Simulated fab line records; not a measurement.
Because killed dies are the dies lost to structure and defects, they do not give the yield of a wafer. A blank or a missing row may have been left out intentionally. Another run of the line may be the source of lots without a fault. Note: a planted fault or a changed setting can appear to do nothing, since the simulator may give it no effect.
The tool behind it: which one?    flow nand harc    40 wafers from 14 lots sampled at 4 of the route's 1302 steps

## WHAT THE GAUGES READ, wafer by wafer
Not one reading of a measure or inspect step in the record can be checked against a usual standard deviation.

## WHICH TOOL RAN EACH LOT (tool, then ch and the chambers of the sampled wafers, then the start)
lot   NHARC_A_CONTACT_ETCH_137              NHARC_A_CONTACT_ETCH_139              NHARC_A_CONTACT_ETCH_92             NHARC_A_CONTACT_ETCH_98
L698  har cap etch-03 ch 0,1, day 23 13:11  har cap etch-03 ch 0,1, day 23 13:43  rie diel-02 ch 0,1,3, day 23 14:17  rie diel-02 ch 0,1,3, day 23 14:25
L697  har cap etch-02 ch 0,1, day 23 13:46  har cap etch-02 ch 0,1, day 23 14:19  rie diel-06 ch 0,2,3, day 23 14:53  rie diel-06 ch 0,2,3, day 23 15:00
L700  har cap etch-01 ch 0,1, day 24 04:13  har cap etch-01 ch 0,1, day 24 04:57  rie diel-05 ch 0,2,3, day 24 05:36  rie diel-05 ch 1,2,3, day 24 05:44
L699  har cap etch-02 ch 0,1, day 24 05:54  har cap etch-02 ch 0,1, day 24 06:26  rie diel-06 ch 1,2,3, day 24 07:01  rie diel-06 ch 0,2, day 24 07:08
L701  har cap etch-03 ch 0,1, day 24 14:47  har cap etch-03 ch 0,1, day 24 15:20  rie diel-02 ch 1,3, day 24 15:51    rie diel-02 ch 0,3, day 24 15:59
L703  har cap etch-01 ch 0,1, day 25 05:03  har cap etch-01 ch 0,1, day 25 05:46  rie diel-02 ch 0,1,3, day 25 06:20  rie diel-02 ch 0,1,2, day 25 06:26
L702  har cap etch-03 ch 0,1, day 25 07:47  har cap etch-03 ch 0,1, day 25 08:20  rie diel-02 ch 0,1,2, day 25 08:50  rie diel-02 ch 1,3, day 25 08:56
L705  har cap etch-03 ch 0,1, day 26 00:36  har cap etch-03 ch 0,1, day 26 01:08  rie diel-05 ch 0,2, day 26 01:41    rie diel-05 ch 0,1, day 26 01:50
L708  har cap etch-03 ch 1, day 27 09:35    har cap etch-03 ch 1, day 27 10:07    rie diel-02 ch 0,3, day 27 10:39    rie diel-02 ch 0,3, day 27 10:47
L712  har cap etch-02 ch 0, day 28 09:20    har cap etch-02 ch 0, day 28 09:53    rie diel-02 ch 1, day 28 10:19      rie diel-02 ch 1,3, day 28 10:26
L716  har cap etch-02 ch 0,1, day 30 11:16  har cap etch-02 ch 0,1, day 30 11:59  rie diel-05 ch 0,1,2, day 30 12:38  rie diel-05 ch 0,1,3, day 30 12:46
L718  har cap etch-03 ch 0,1, day 31 09:59  har cap etch-03 ch 0,1, day 31 10:41  rie diel-02 ch 2,3, day 31 11:22    rie diel-02 ch 2,3, day 31 11:29
L719  har cap etch-03 ch 0,1, day 31 19:38  har cap etch-03 ch 0,1, day 31 20:22  rie diel-06 ch 2,3, day 31 21:01    rie diel-06 ch 1,2, day 31 21:10
L720  har cap etch-02 ch 0,1, day 32 09:44  har cap etch-02 ch 0,1, day 32 10:16  rie diel-06 ch 1,2,3, day 32 10:50  rie diel-06 ch 0,1, day 32 10:58
- NHARC_A_CONTACT_ETCH_137: etches the open film in C4F8/O2/Ar, time 311 s, target depth 1912 nm.
- NHARC_A_CONTACT_ETCH_139: etches the open film in C4F8/O2/Ar, time 195 s, target depth 840 nm.
- NHARC_A_CONTACT_ETCH_92: etches the open film in CH3F/O2, target depth 40 nm, time 85.7 s.
- NHARC_A_CONTACT_ETCH_98: etches the open film in C4F6/O2, target depth 20 nm, time 10 s.

## WHAT THE TOOLS THEMSELVES READ (means of the sampled wafers that have a number; where no wafer has one, the mark that the record gives instead)
NHARC_A_CONTACT_ETCH_92. Usual: drypump motor current A 5.8 A, standard deviation 0.56; oes product au 0.938 a.u., standard deviation 0.026; rf vpp V 244.1 V, standard deviation 1.8; showerhead plenum p Torr 2.45 Torr, standard deviation 0.12; throttle valve pct 20.663 %, standard deviation 0.0091.
lot   tool         drypump motor current A (A)  oes product au (a.u.)  rf vpp V (V)  showerhead plenum p Torr (Torr)  throttle valve pct (%)  flag
L698  rie diel-02  5.5                          0.922                  243.7         2.45                             20.660                  
L697  rie diel-06  5.7                          0.925                  243.3         2.38                             20.667                  
L700  rie diel-05  6.0                          0.935                  243.3         2.40                             20.663                  
L699  rie diel-06  5.9                          0.932                  242.9         2.38                             20.671                  
L701  rie diel-02  5.8                          0.932                  245.0         2.50                             20.661                  
L703  rie diel-02  5.5                          0.998                  244.3         2.44                             20.651                  
L702  rie diel-02  5.6                          1.003                  243.5         2.41                             20.666                  
L705  rie diel-05  6.1                          0.933                  246.6         2.65                             20.665                  
L708  rie diel-02  5.3                          0.939                  244.1         2.39                             20.669                  
L712  rie diel-02  5.8                          0.927                  245.8         2.54                             20.675                  
L716  rie diel-05  5.6                          0.919                  246.2         2.62                             20.663                  
L718  rie diel-02  6.2                          0.931                  242.3         2.34                             20.653                  
L719  rie diel-06  5.6                          1.007                  246.8         2.59                             20.677                  
L720  rie diel-06  5.9                          0.926                  245.0         2.48                             20.656                  

NHARC_A_CONTACT_ETCH_98. Usual: drypump motor current A 5.8 A, standard deviation 0.55; oes product au 0.958 a.u., standard deviation 0.02; rf vpp V 546 V, standard deviation 3.9; showerhead plenum p Torr 3.90 Torr, standard deviation 0.19; throttle valve pct 26.904 %, standard deviation 0.0091.
lot   tool         drypump motor current A (A)  oes product au (a.u.)  rf vpp V (V)  showerhead plenum p Torr (Torr)  throttle valve pct (%)  flag
L698  rie diel-02  5.5                          0.937                  547           3.91                             26.893                  
L697  rie diel-06  5.7                          0.941                  544           3.81                             26.905                  
L700  rie diel-05  6.0                          0.961                  545           3.82                             26.908                  
L699  rie diel-06  5.8                          0.937                  546           3.90                             26.904                  
L701  rie diel-02  5.1                          0.958                  546           3.81                             26.903                  
L703  rie diel-02  5.7                          1.005                  545           3.85                             26.904                  
L702  rie diel-02  5.9                          1.006                  547           3.92                             26.895                  
L705  rie diel-05  5.1                          0.952                  552           4.17                             26.907                  
L708  rie diel-02  5.3                          0.870                  545           3.82                             26.908                  OFF
L712  rie diel-02  5.8                          0.762                  546           3.95                             26.901                  OFF
L716  rie diel-05  5.6                          0.940                  552           4.16                             26.905                  
L718  rie diel-02  6.0                          0.950                  545           3.79                             26.900                  
L719  rie diel-06  6.1                          1.003                  546           3.88                             26.901                  
L720  rie diel-06  6.3                          0.945                  543           3.74                             26.899                  

## THE ANSWER, worked out from the rows above alone
Rule: lot off if the mean of its wafers having a number is beyond 3 standard deviations from the usual mean. Also off: a lot with no number at a reading for which 4 or more lots have one. All remaining lots with rows at the step are treated as sound. First the gauges in route order, then the tools' own readings, where a lot's mean is used as printed above. At the first step where some lot is off, the reading lying furthest off is the one used; lots without a number count as furthest.
Off at NHARC_A_CONTACT_ETCH_98 (oes product au): L708, L712.
A tool fits if, at that step or a process step before it, it ran every lot that is off, and no sound lot after the first of them. None of those tried fits.

## WHAT THE SIMULATOR HAD INSERTED
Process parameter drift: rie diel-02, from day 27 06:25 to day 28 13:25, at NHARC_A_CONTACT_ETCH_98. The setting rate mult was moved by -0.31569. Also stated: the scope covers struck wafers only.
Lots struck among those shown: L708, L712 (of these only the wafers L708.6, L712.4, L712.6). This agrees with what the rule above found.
